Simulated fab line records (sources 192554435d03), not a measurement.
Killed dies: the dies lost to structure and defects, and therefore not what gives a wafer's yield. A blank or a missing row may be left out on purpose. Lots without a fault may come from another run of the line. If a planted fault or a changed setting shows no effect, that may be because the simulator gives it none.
Chamber matching | flow n5Finfet | 3 sister chambers for N5_BEOL_M4_PRE_CLEAN_60 on cvdCo-02
The step time 15 s. 22 wafers are shown with their chamber, then 11 later ones without.

## WAFERS, EACH WITH ITS CHAMBER
wafer  | chamber | heaterPowerOuterW (W) | heaterPowerW (W)
L074.2 | 2       | 30                    | 97
L074.4 | 0       | 20                    | 89
L074.5 | 1       | 25                    | 99
L075.1 | 0       | 20                    | 90
L075.3 | 1       | 26                    | 102
L075.5 | 2       | 30                    | 96
L076.1 | 1       | 25                    | 100
L076.2 | 0       | 20                    | 91
L076.6 | 2       | 30                    | 96
L083.1 | 0       | 20                    | 92
L083.2 | 1       | 26                    | 98
L083.3 | 2       | 30                    | 97
L082.2 | 2       | 30                    | 97
L082.5 | 2       | 30                    | 96
L082.6 | 1       | 24                    | 99
L084.1 | 0       | 21                    | 90
L084.3 | 2       | 30                    | 98
L084.6 | 0       | 21                    | 92
L086.4 | 2       | 29                    | 95
L086.5 | 1       | 25                    | 98
L086.6 | 0       | 20                    | 90
L091.1 | 2       | 30                    | 97

SIGNATURES (means of the wafers above)
reading           | chamber 0 | chamber 1 | chamber 2 | scatter within a chamber
heaterPowerOuterW | 20.29     | 25.17     | 29.89     | 0.521
heaterPowerW      | 90.57     | 99.33     | 96.56     | 1.15
Rule: a wafer's distance from a chamber is the root of the sum, over the readings, of the square of ((its reading less the chamber's mean) divided by the reading's scatter). The wafer belongs to the nearest chamber; if the next one is less than 2 further off, it can't be placed. The scatter is the square root of a quotient: the sum, over the shown wafers, of each reading's squared deviation from its chamber's mean, divided by wafers minus chambers.

## WAFERS WHOSE CHAMBER IS MISSING
wafer  | heaterPowerOuterW (W) | heaterPowerW (W)
L091.3 | 21                    | 92
L091.4 | 30                    | 101
L094.2 | 26                    | 98
L094.5 | 26                    | 98
L094.6 | 30                    | 96
L095.1 | 21                    | 93
L095.3 | 21                    | 93
L095.4 | 26                    | 101
L096.4 | 22                    | 91
L096.5 | 22                    | 95
L096.6 | 30                    | 99

## EACH ONE'S CHAMBER
wafer  | from the rows above | in truth
L091.3 | 0                   | 0
L091.4 | 2                   | 2
L094.2 | 1                   | 1
L094.5 | 1                   | 1
L094.6 | 2                   | 2
L095.1 | 0                   | 0
L095.3 | 0                   | 0
L095.4 | 1                   | 1
L096.4 | 0                   | 0
L096.5 | 0                   | 0
L096.6 | 2                   | 2
11 of 11 placed correctly. From these rows, 0 cannot be placed. Placed wrongly: 0.
